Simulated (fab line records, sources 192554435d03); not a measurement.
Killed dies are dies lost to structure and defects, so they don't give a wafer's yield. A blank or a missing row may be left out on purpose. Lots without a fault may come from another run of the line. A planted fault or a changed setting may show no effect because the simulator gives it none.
One fault seen from 2 desks | flow n5_finfet | each desk has only its own numbers; what lay behind them comes last

THE TOOL OWNER'S DESK: rie_diel-03
The tool's own readings at N5_BEOL_M7_VIA_ETCH_34 (etches SiCOH lowk in C4F6/O2, target depth 125.5 nm, time 50.5 s): means of the sampled wafers that have a number, for each lot that ran on this tool. A lot is out of limits, marked OUT, if its mean lies more than 4 standard deviations from the usual mean; the brackets give that distance. Of its 9 readings 7 are shown: the one that was out of limits first, and those that lie furthest out on some lot.
Columns: A = drypump_motor_current_A at N5_BEOL_M7_VIA_ETCH_34, usual 5.85 A; B = oes_f_703_au at N5_BEOL_M7_VIA_ETCH_34, usual 0.79 a.u.; C = oes_o_777_au at N5_BEOL_M7_VIA_ETCH_34, usual 0.79 a.u.; D = oes_product_au at N5_BEOL_M7_VIA_ETCH_34, usual 0.79 a.u.; E = rf_fwd_power_W at N5_BEOL_M7_VIA_ETCH_34, usual 341.1 W; F = rf_vpp_V at N5_BEOL_M7_VIA_ETCH_34, usual 663 V; G = showerhead_plenum_p_Torr at N5_BEOL_M7_VIA_ETCH_34, usual 2.85 Torr
lot  | first seen here | A    | B    | C    | D    | E               | F              | G
L602 | day 9 17:22     | 6.11 | 0.81 | 0.81 | 0.81 | 340.3           | 683            | 2.89
L617 | day 13 14:39    | 5.81 | 0.72 | 0.72 | 0.71 | 342.5           | 663            | 2.75
L621 | day 14 05:22    | 5.85 | 0.52 | 0.54 | 0.67 | 258.9 (-63) OUT | 775 (+9.3) OUT | 2.82
L620 | day 14 07:45    | 5.91 | 0.55 | 0.58 | 0.72 | 258.3 (-64) OUT | 786 (+10) OUT  | 2.92
This desk's finding: out of limits on L620, L621; first on L621, day 14 05:22 (rf_fwd_power_W at N5_BEOL_M7_VIA_ETCH_34). In limits: L602, L617.

THE DEFECT DESK
What the inspections along the route counted, lot by lot: means of the sampled wafers that have a number. A lot is out of limits, marked OUT, if its mean lies more than 4 standard deviations from the usual mean; the brackets give that distance.
Columns: A = raw_defect_count at N5_BEOL_M7_INSPECT_13, usual 372
lot  | first seen here | A
L600 | day 8 13:16     | 408
L601 | day 9 00:59     | 351
L602 | day 9 15:49     | 427
L605 | day 9 16:39     | 337
L606 | day 10 03:25    | 350
L607 | day 10 14:26    | 278
L617 | day 13 06:40    | 591
L621 | day 14 02:38    | 303
L620 | day 14 06:26    | 401
This desk's finding: nothing out of limits on any of the 9 lots.

PUT TOGETHER
The tool owner's desk could have raised an alarm at day 14 05:22, on L620, L621.
The defect desk saw nothing out of limits.
The defect desk has L620, L621 on record, within its limits.
Of the lots named, all ran N5_BEOL_M7_VIA_ETCH_34 on rie_diel-03.

WHAT THE SIMULATOR HAD PUT IN
Process parameter drift: rie_diel-03, from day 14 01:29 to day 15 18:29, at N5_BEOL_M7_VIA_ETCH_34. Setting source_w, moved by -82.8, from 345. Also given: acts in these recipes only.
Lots struck among those shown: L620, L621.
Hours from the fault's start to each desk's first reading out of limits: the tool owner's desk, 4.
